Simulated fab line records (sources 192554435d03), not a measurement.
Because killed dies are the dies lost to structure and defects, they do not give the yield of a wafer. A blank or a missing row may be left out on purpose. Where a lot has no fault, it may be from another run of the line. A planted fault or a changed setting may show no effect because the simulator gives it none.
Which tool was responsible? | flow n5Finfet | 72 wafers from 24 lots sampled at 6 of the route's 1938 steps

## WHAT THE GAUGES READ, wafer by wafer
N5_BEOL_M11_CD_MEAS_18: pitch 140 nm, target cd 70 nm. Usual: cdNm 69.9 nm, standard deviation 0.77.
lot  | measured     | on       | cdNm (nm)      | flag
L076 | day 14 16:04 | cdSem-01 | 71.1 70.4 69.8 | 
L074 | day 14 22:26 | cdSem-01 | 70.0 67.9 70.2 | 
L075 | day 14 22:59 | cdSem-03 | 69.6 68.3 69.7 | 
L077 | day 15 06:50 | cdSem-01 | 68.8 69.4 70.1 | 
L078 | day 15 07:13 | cdSem-03 | 70.1 70.1 70.2 | 
L079 | day 15 08:25 | cdSem-02 | 70.1 70.8 70.0 | 
L081 | day 15 18:58 | cdSem-01 | 70.1 70.4 70.7 | 
L083 | day 16 03:25 | cdSem-02 | 70.9 70.7 70.7 | 
L080 | day 16 07:11 | cdSem-02 | 69.7 69.5 70.5 | 
L082 | day 16 07:59 | cdSem-03 | 68.8 69.5 70.3 | 
L085 | day 16 12:57 | cdSem-02 | 69.3 70.1 69.6 | 
L084 | day 16 22:34 | cdSem-01 | 70.6 69.4 69.9 | 
L086 | day 17 00:03 | cdSem-02 | 70.6 70.2 69.0 | 
L089 | day 17 16:20 | cdSem-03 | 71.5 69.9 69.3 | 
L091 | day 17 18:42 | cdSem-01 | 69.6 68.4 69.4 | 
L087 | day 18 04:38 | cdSem-02 | 69.5 69.8 70.0 | 
L088 | day 18 06:13 | cdSem-03 | 70.0 70.5 71.8 | 
L092 | day 18 08:20 | cdSem-02 | 69.8 71.5 69.6 | 
L090 | day 18 08:54 | cdSem-03 | 69.0 68.9 69.7 | 
L093 | day 19 01:10 | cdSem-02 | 70.2 68.5 69.1 | 
L094 | day 19 07:26 | cdSem-02 | 69.3 71.0 69.9 | 
L095 | day 19 16:46 | cdSem-03 | 69.6 69.1 69.5 | 
L096 | day 19 19:08 | cdSem-02 | 69.9 69.5 69.1 | 
L097 | day 20 03:15 | cdSem-01 | 69.2 70.5 69.5 | 

N5_BEOL_M11_OCD_MEAS_38. Usual: trenchDepthNm 148 nm, standard deviation 3.2.
lot  | measured     | on     | trenchDepthNm (nm) | flag
L076 | day 14 18:56 | ocd-02 | 144 150 151        | 
L074 | day 14 23:40 | ocd-01 | 153 147 146        | 
L075 | day 15 00:54 | ocd-01 | 152 155 149        | 
L077 | day 15 07:53 | ocd-01 | 144 149 149        | 
L078 | day 15 10:25 | ocd-02 | 144 149 148        | 
L079 | day 15 10:56 | ocd-01 | 146 151 144        | 
L081 | day 15 23:25 | ocd-01 | 145 152 148        | 
L083 | day 16 06:35 | ocd-02 | 147 152 147        | 
L080 | day 16 10:29 | ocd-02 | 145 149 152        | 
L082 | day 16 11:15 | ocd-01 | 154 141 148        | 
L085 | day 16 13:56 | ocd-01 | 149 150 150        | 
L084 | day 17 00:42 | ocd-01 | 151 149 150        | 
L086 | day 17 02:00 | ocd-01 | 147 150 147        | 
L089 | day 17 17:22 | ocd-01 | 150 154 145        | 
L091 | day 17 21:43 | ocd-02 | 151 154 152        | 
L087 | day 18 05:47 | ocd-01 | 148 145 148        | 
L088 | day 18 10:26 | ocd-01 | 145 145 151        | 
L092 | day 18 11:25 | ocd-02 | 146 146 152        | 
L090 | day 18 09:54 | ocd-02 | 152 147 150        | 
L093 | day 19 02:13 | ocd-01 | 146 150 150        | 
L094 | day 19 08:32 | ocd-01 | 151 145 146        | 
L095 | day 19 18:07 | ocd-02 | 144 147 146        | 
L096 | day 19 21:46 | ocd-01 | 151 150 149        | 
L097 | day 20 07:47 | ocd-01 | 147 150 147        | 

N5_BEOL_M12_OVL_MEAS_11. Usual: V11_OVL 1 nm, standard deviation 6.3.
lot  | measured     | on         | V11_OVL (nm) | flag
L076 | day 14 22:13 | overlay-02 | 1 3 -1       | 
L074 | day 15 03:30 | overlay-01 | 3 -1 -2      | 
L075 | day 15 03:49 | overlay-02 | 2 3 9        | 
L077 | day 15 12:19 | overlay-01 | -5 7 3       | 
L078 | day 15 13:29 | overlay-01 | -3 -13 -17   | 
L079 | day 15 13:45 | overlay-01 | 12 -3 11     | 
L081 | day 16 03:14 | overlay-01 | 5 -6 -4      | 
L083 | day 16 10:01 | overlay-01 | -6 3 -7      | 
L080 | day 16 13:56 | overlay-02 | 13 13 -4     | 
L082 | day 16 14:22 | overlay-01 | -8 -14 -6    | 
L085 | day 16 17:22 | overlay-02 | 10 8 11      | 
L084 | day 17 03:31 | overlay-01 | 9 0 6        | 
L086 | day 17 06:20 | overlay-02 | -2 -9 3      | 
L089 | day 17 20:28 | overlay-02 | 7 -1 12      | 
L091 | day 18 01:10 | overlay-01 | -8 6 6       | 
L087 | day 18 09:14 | overlay-01 | -5 3 2       | 
L088 | day 18 14:00 | overlay-02 | -2 -4 11     | 
L092 | day 18 14:44 | overlay-01 | -9 -6 4      | 
L090 | day 18 13:20 | overlay-02 | -2 -2 3      | 
L093 | day 19 05:13 | overlay-01 | 0 5 -4       | 
L094 | day 19 13:22 | overlay-02 | -4 -3 -7     | 
L095 | day 19 22:52 | overlay-02 | -3 -6 5      | 
L096 | day 20 00:41 | overlay-02 | 10 9 -5      | 
L097 | day 20 11:52 | overlay-01 | 7 0 6        | 

## WHAT TOOL EACH LOT RAN ON (gives the tool, then ch and the chambers of the sampled wafers, and finally the start)
lot  | N5_BEOL_M11_ETCH_65               | N5_BEOL_M11_TRENCH_ETCH_37                   | N5_BEOL_M11_DEP_56
L076 | rieDiel-06 ch 0,2,3, day 14 18:28 | rieDiel-06 ch 0,2,3, day 14 18:56 or earlier | pecvd-01 ch 0,1,2, day 14 21:38
L074 | rieDiel-02 ch 0,2,3, day 14 23:13 | rieDiel-02 ch 0,2,3, day 14 23:40 or earlier | pecvd-04 ch 0,2, day 15 02:55
L075 | rieDiel-03 ch 0,1,2, day 15 00:26 | rieDiel-03 ch 0,1,2, day 15 00:54 or earlier | pecvd-01 ch 0,1, day 15 03:14
L077 | rieDiel-03 ch 1,3, day 15 07:26   | rieDiel-03 ch 1,3, day 15 07:53 or earlier   | pecvd-04 ch 0,1, day 15 11:35
L078 | rieDiel-03 ch 1,3, day 15 09:58   | rieDiel-03 ch 1,3, day 15 10:25 or earlier   | pecvd-01 ch 0,1,2, day 15 12:53
L079 | rieDiel-03 ch 0,1,2, day 15 10:29 | rieDiel-03 ch 0,1,2, day 15 10:56 or earlier | pecvd-04 ch 1,2, day 15 13:10
L081 | rieDiel-02 ch 0,2,3, day 15 22:57 | rieDiel-02 ch 0,2,3, day 15 23:25 or earlier | pecvd-03 ch 0,2, day 16 02:39
L083 | rieDiel-03 ch 0,1, day 16 06:07   | rieDiel-03 ch 0,1, day 16 06:35 or earlier   | pecvd-01 ch 0,1,2, day 16 09:24
L080 | rieDiel-02 ch 0,2,3, day 16 10:02 | rieDiel-02 ch 0,2,3, day 16 10:29 or earlier | pecvd-04 ch 0,1, day 16 13:20
L082 | rieDiel-03 ch 0,1,3, day 16 10:47 | rieDiel-03 ch 0,1,3, day 16 11:15 or earlier | pecvd-04 ch 0,1, day 16 13:39
L085 | rieDiel-06 ch 1,3, day 16 13:29   | rieDiel-06 ch 1,3, day 16 13:56 or earlier   | pecvd-04 ch 0,1, day 16 16:46
L084 | rieDiel-06 ch 0,3, day 17 00:14   | rieDiel-06 ch 0,3, day 17 00:42 or earlier   | pecvd-04 ch 0,1,2, day 17 02:55
L086 | rieDiel-02 ch 1,3, day 17 01:32   | rieDiel-02 ch 1,3, day 17 02:00 or earlier   | pecvd-01 ch 0,1,2, day 17 05:44
L089 | rieDiel-03 ch 0,1,3, day 17 16:54 | rieDiel-03 ch 0,1,3, day 17 17:22 or earlier | pecvd-01 ch 0,1,2, day 17 19:41
L091 | rieDiel-06 ch 0,3, day 17 21:14   | rieDiel-06 ch 0,3, day 17 21:43 or earlier   | pecvd-01 ch 0,1,2, day 18 00:31
L087 | rieDiel-02 ch 0,1,2, day 18 05:20 | rieDiel-02 ch 0,1,2, day 18 05:47 or earlier | pecvd-04 ch 1,2, day 18 08:29
L088 | rieDiel-06 ch 2,3, day 18 09:58   | rieDiel-06 ch 2,3, day 18 10:26 or earlier   | pecvd-03 ch 0,1,2, day 18 13:17
L092 | rieDiel-06 ch 1,2,3, day 18 10:57 | rieDiel-06 ch 1,2,3, day 18 11:25 or earlier | pecvd-03 ch 0,2, day 18 14:08
L090 | rieDiel-06 ch 0,1, day 18 09:26   | rieDiel-06 ch 0,1, day 18 09:54 or earlier   | pecvd-04 ch 1,2, day 18 12:44
L093 | rieDiel-06 ch 0,1,3, day 19 01:45 | rieDiel-06 ch 0,1,3, day 19 02:13 or earlier | pecvd-01 ch 0,1, day 19 04:29
L094 | rieDiel-06 ch 0,1,2, day 19 08:05 | rieDiel-06 ch 0,1,2, day 19 08:32 or earlier | pecvd-04 ch 0,1,2, day 19 12:47
L095 | rieDiel-02 ch 1,3, day 19 17:39   | rieDiel-02 ch 1,3, day 19 18:07 or earlier   | pecvd-04 ch 1,2, day 19 22:09
L096 | rieDiel-06 ch 0,3, day 19 21:19   | rieDiel-06 ch 0,3, day 19 21:46 or earlier   | pecvd-01 ch 0,1,2, day 20 00:05
L097 | rieDiel-02 ch 0,1, day 20 07:20   | rieDiel-02 ch 0,1, day 20 07:47 or earlier   | pecvd-04 ch 0,1,2, day 20 11:17
- N5_BEOL_M11_ETCH_65: etches SiARC in CF4, target depth 39 nm, time 65 s.
- N5_BEOL_M11_TRENCH_ETCH_37: etches SiCOH lowk in C4F6/O2, target depth 148.83 nm, time 48 s.
- N5_BEOL_M11_DEP_56: deposits SiCN from 3MS/NH3, target thk 30 nm, time 10.5 s.

## WHAT THE TOOLS THEMSELVES READ (means of the sampled wafers that have a number; where no wafer has one, the mark that the record gives instead)
N5_BEOL_M11_ETCH_65. Usual: drypumpMotorCurrentA 5.6 A, standard deviation 0.38; etchRfOnTimeS 64.7 s, standard deviation 1.9; oesProductAu 0.68 a.u., standard deviation 0.076; rfVppV 184.1 V, standard deviation 1.3; showerheadPlenumPTorr 2.15 Torr, standard deviation 0.08; throttleValvePct 15.7 %, standard deviation 0.31.
lot  | tool       | drypumpMotorCurrentA (A) | etchRfOnTimeS (s) | oesProductAu (a.u.) | rfVppV (V) | showerheadPlenumPTorr (Torr) | throttleValvePct (%) | flag
L076 | rieDiel-06 | 5.6                      | 64.8              | 0.71                | 185.4      | 2.20                         | 15.5                 | 
L074 | rieDiel-02 | 5.7                      | 65.0              | 0.64                | 183.2      | 2.13                         | 15.8                 | 
L075 | rieDiel-03 | 5.7                      | 63.9              | 0.71                | 183.4      | 2.10                         | 15.4                 | 
L077 | rieDiel-03 | 6.1                      | 65.0              | 0.75                | 184.3      | 2.17                         | 15.4                 | 
L078 | rieDiel-03 | 6.1                      | 65.0              | 0.75                | 185.5      | 2.17                         | 15.4                 | 
L079 | rieDiel-03 | 5.7                      | 63.3              | 0.71                | 183.5      | 2.10                         | 15.4                 | 
L081 | rieDiel-02 | 5.7                      | 65.2              | 0.64                | 183.3      | 2.13                         | 15.8                 | 
L083 | rieDiel-03 | 5.7                      | 62.6              | 0.78                | 184.3      | 2.15                         | 15.3                 | 
L080 | rieDiel-02 | 5.7                      | 65.6              | 0.64                | 184.0      | 2.13                         | 15.8                 | 
L082 | rieDiel-03 | 5.9                      | 64.1              | 0.72                | 184.2      | 2.14                         | 15.6                 | 
L085 | rieDiel-06 | 5.5                      | 65.7              | 0.70                | 185.7      | 2.21                         | 15.9                 | 
L084 | rieDiel-06 | 5.6                      | 65.0              | 0.74                | 184.3      | 2.16                         | 15.5                 | 
L086 | rieDiel-02 | 5.2                      | 64.2              | 0.65                | 184.6      | 2.22                         | 15.6                 | 
L089 | rieDiel-03 | 5.9                      | 63.5              | 0.70                | 184.2      | 2.14                         | 15.6                 | 
L091 | rieDiel-06 | 5.5                      | 64.7              | 0.73                | 184.3      | 2.21                         | 15.7                 | 
L087 | rieDiel-02 | 5.5                      | 65.4              | 0.69                | 184.6      | 2.17                         | 15.8                 | 
L088 | rieDiel-06 | 5.7                      | 65.1              | 0.63                | 185.3      | 2.22                         | 15.6                 | 
L092 | rieDiel-06 | 5.6                      | 64.4              | 0.64                | 184.2      | 2.17                         | 15.8                 | 
L090 | rieDiel-06 | 5.7                      | 65.6              | 0.68                | 182.0      | 2.08                         | 15.6                 | 
L093 | rieDiel-06 | 5.5                      | 64.2              | 0.69                | 184.1      | 2.14                         | 15.8                 | 
L094 | rieDiel-06 | 5.7                      | 65.5              | 0.63                | 183.7      | 2.12                         | 15.7                 | 
L095 | rieDiel-02 | 5.0                      | 64.4              | 0.62                | 184.4      | 2.17                         | 15.9                 | 
L096 | rieDiel-06 | 5.6                      | 64.5              | 0.71                | 184.3      | 2.15                         | 15.5                 | 
L097 | rieDiel-02 | 5.1                      | 63.1              | 0.62                | 183.5      | 2.12                         | 16.0                 | 

N5_BEOL_M11_TRENCH_ETCH_37. Usual: C4F6_flow_sccm 10.000 sccm, standard deviation 0.03; O2_flow_sccm 10.00 sccm, standard deviation 0.031; drypumpMotorCurrentA 5.7 A, standard deviation 0.38; oesProductAu 0.79 a.u., standard deviation 0.088; rfVppV 668 V, standard deviation 21; showerheadPlenumPTorr 2.87 Torr, standard deviation 0.11; throttleValvePct 21.0 %, standard deviation 0.36.
lot  | tool       | C4F6_flow_sccm (sccm) | O2_flow_sccm (sccm) | drypumpMotorCurrentA (A) | oesProductAu (a.u.) | rfVppV (V) | showerheadPlenumPTorr (Torr) | throttleValvePct (%) | flag
L076 | rieDiel-06 | 10.047                | 9.99                | 5.6                      | 0.82                | 680        | 2.93                         | 20.9                 | 
L074 | rieDiel-02 | 9.975                 | 10.01               | 5.7                      | 0.75                | 670        | 2.83                         | 21.0                 | 
L075 | rieDiel-03 | 9.994                 | 10.01               | 5.7                      | 0.84                | 651        | 2.79                         | 20.7                 | 
L077 | rieDiel-03 | 9.978                 | 10.01               | 6.1                      | 0.87                | 672        | 2.89                         | 20.7                 | 
L078 | rieDiel-03 | 10.014                | 10.03               | 6.1                      | 0.86                | 671        | 2.89                         | 20.7                 | 
L079 | rieDiel-03 | 9.969                 | 9.97                | 5.7                      | 0.82                | 651        | 2.79                         | 20.7                 | 
L081 | rieDiel-02 | 9.997                 | 10.01               | 5.7                      | 0.74                | 670        | 2.83                         | 21.0                 | 
L083 | rieDiel-03 | 10.018                | 10.00               | 5.7                      | 0.90                | 654        | 2.86                         | 20.6                 | 
L080 | rieDiel-02 | 9.994                 | 9.98                | 5.7                      | 0.74                | 670        | 2.82                         | 21.1                 | 
L082 | rieDiel-03 | 9.996                 | 9.98                | 5.9                      | 0.82                | 654        | 2.85                         | 20.9                 | 
L085 | rieDiel-06 | 10.017                | 9.99                | 5.5                      | 0.83                | 683        | 2.93                         | 21.4                 | 
L084 | rieDiel-06 | 9.972                 | 9.99                | 5.6                      | 0.86                | 686        | 2.87                         | 20.9                 | 
L086 | rieDiel-02 | 9.998                 | 9.99                | 5.2                      | 0.75                | 661        | 2.94                         | 21.0                 | 
L089 | rieDiel-03 | 10.011                | 10.00               | 5.9                      | 0.81                | 654        | 2.84                         | 20.9                 | 
L091 | rieDiel-06 | 9.993                 | 10.01               | 5.5                      | 0.86                | 690        | 2.94                         | 21.1                 | 
L087 | rieDiel-02 | 9.971                 | 10.01               | 5.5                      | 0.81                | 669        | 2.89                         | 21.3                 | 
L088 | rieDiel-06 | 10.004                | 10.01               | 5.7                      | 0.74                | 671        | 2.97                         | 20.9                 | 
L092 | rieDiel-06 | 10.002                | 10.02               | 5.6                      | 0.75                | 672        | 2.90                         | 21.2                 | 
L090 | rieDiel-06 | 9.999                 | 9.98                | 5.7                      | 0.80                | 676        | 2.78                         | 21.0                 | 
L093 | rieDiel-06 | 9.999                 | 10.01               | 5.6                      | 0.80                | 679        | 2.85                         | 21.2                 | 
L094 | rieDiel-06 | 9.955                 | 9.97                | 5.7                      | 0.74                | 668        | 2.82                         | 21.0                 | 
L095 | rieDiel-02 | 10.021                | 9.98                | 5.0                      | 0.72                | 656        | 2.90                         | 21.2                 | 
L096 | rieDiel-06 | 9.981                 | 10.00               | 5.6                      | 0.84                | 686        | 2.86                         | 20.9                 | 
L097 | rieDiel-02 | 10.010                | 10.01               | 5.1                      | 0.72                | 652        | 2.83                         | 21.4                 | 

N5_BEOL_M11_DEP_56. Usual: showerheadPlenumPTorr 4.157 Torr, standard deviation 0.026; throttleValvePct 18.1 %, standard deviation 0.89.
lot  | tool     | showerheadPlenumPTorr (Torr) | throttleValvePct (%) | flag
L076 | pecvd-01 | 4.178                        | 17.8                 | 
L074 | pecvd-04 | 4.156                        | 17.3                 | 
L075 | pecvd-01 | 4.180                        | 18.0                 | 
L077 | pecvd-04 | 4.132                        | 18.5                 | 
L078 | pecvd-01 | 4.172                        | 17.8                 | 
L079 | pecvd-04 | 4.152                        | 17.6                 | 
L081 | pecvd-03 | 4.183                        | 17.8                 | 
L083 | pecvd-01 | 4.180                        | 17.8                 | 
L080 | pecvd-04 | 4.129                        | 18.6                 | 
L082 | pecvd-04 | 4.124                        | 18.7                 | 
L085 | pecvd-04 | 4.132                        | 18.6                 | 
L084 | pecvd-04 | 4.139                        | 18.3                 | 
L086 | pecvd-01 | 4.175                        | 18.0                 | 
L089 | pecvd-01 | 4.178                        | 17.8                 | 
L091 | pecvd-01 | 4.178                        | 17.9                 | 
L087 | pecvd-04 | 4.141                        | 18.5                 | 
L088 | pecvd-03 | 4.165                        | 18.4                 | 
L092 | pecvd-03 | 4.184                        | 17.9                 | 
L090 | pecvd-04 | 4.149                        | 17.9                 | 
L093 | pecvd-01 | 4.168                        | 18.7                 | 
L094 | pecvd-04 | 4.141                        | 18.3                 | 
L095 | pecvd-04 | 4.137                        | 18.5                 | 
L096 | pecvd-01 | 4.175                        | 17.9                 | 
L097 | pecvd-04 | 4.140                        | 18.2                 | 

## THE ANSWER, worked out from the rows above alone
Rule: a lot is off if the mean of its wafers that have a number lies more than 3 standard deviations from the usual mean. Also off: a lot with no number at a reading for which 4 or more lots have one. All remaining lots with rows at the step are treated as sound. After the gauges, taken in route order, come the tools' own readings; for these a lot's mean is taken, as printed above. At the first step where some lot is off, the reading lying furthest off is the one used; lots without a number count as furthest.
Nothing can be told from this: no lot is off at any reading shown.

## WHAT THE SIMULATOR PUT IN
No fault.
